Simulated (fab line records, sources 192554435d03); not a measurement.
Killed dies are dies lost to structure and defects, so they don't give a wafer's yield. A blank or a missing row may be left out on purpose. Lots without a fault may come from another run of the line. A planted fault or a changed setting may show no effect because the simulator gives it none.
Chamber matching | flow n5_finfet | N5_MIM_TOP_ALD_00 on ald_hk-01: 4 sister chambers
The step deposits Al2O3, purge time 3 s, co reactant pulse time 3 s. 8 wafers are shown with their chamber, then 8 later ones without.

WAFERS WITH THEIR CHAMBER
wafer  | chamber | precursor_pulse_height_rel
L080.1 | 0       | 1.024
L082.3 | 0       | 0.979
L089.3 | 2       | 1.008
L089.6 | 1       | 1.011
L090.4 | 3       | 1.000
L090.5 | 2       | 0.981
L090.6 | 1       | 0.977
L095.2 | 3       | 1.044

WAFERS WITHOUT THEIR CHAMBER
wafer  | precursor_pulse_height_rel
L095.3 | 1.003
L095.5 | 1.033
L092.2 | 0.988
L092.5 | 1.040
L092.6 | 1.022
L096.2 | 1.004
L096.3 | 1.040
L096.5 | 1.001

WHICH CHAMBER EACH WENT THROUGH
wafer  | from the rows above               | in truth
L095.3 | can't be placed: 0 or 2 or 1 or 3 | 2
L095.5 | can't be placed: 3 or 0 or 2 or 1 | 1
L092.2 | can't be placed: 1 or 2 or 0 or 3 | 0
L092.5 | can't be placed: 3 or 0 or 2 or 1 | 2
L092.6 | can't be placed: 3 or 0 or 2 or 1 | 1
L096.2 | can't be placed: 0 or 2 or 1 or 3 | 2
L096.3 | can't be placed: 3 or 0 or 2 or 1 | 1
L096.5 | can't be placed: 0 or 2 or 1 or 3 | 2
Placed correctly: 0 of 8. Can't be placed from these rows: 8 (the true chamber is among the candidates in 8). Placed wrongly: 0.
How it was worked out, from the rows above alone: a wafer's distance from a chamber is the root of the sum, over the readings, of the square of ((its reading less the chamber's mean) divided by the reading's scatter). The wafer belongs to the nearest chamber; if the next one is less than 2 further off, it can't be placed. A chamber's mean is the mean of its shown wafers. The scatter: the root of (the sum of the squares of (reading less its chamber's mean) over the shown wafers, divided by (wafers less chambers)).
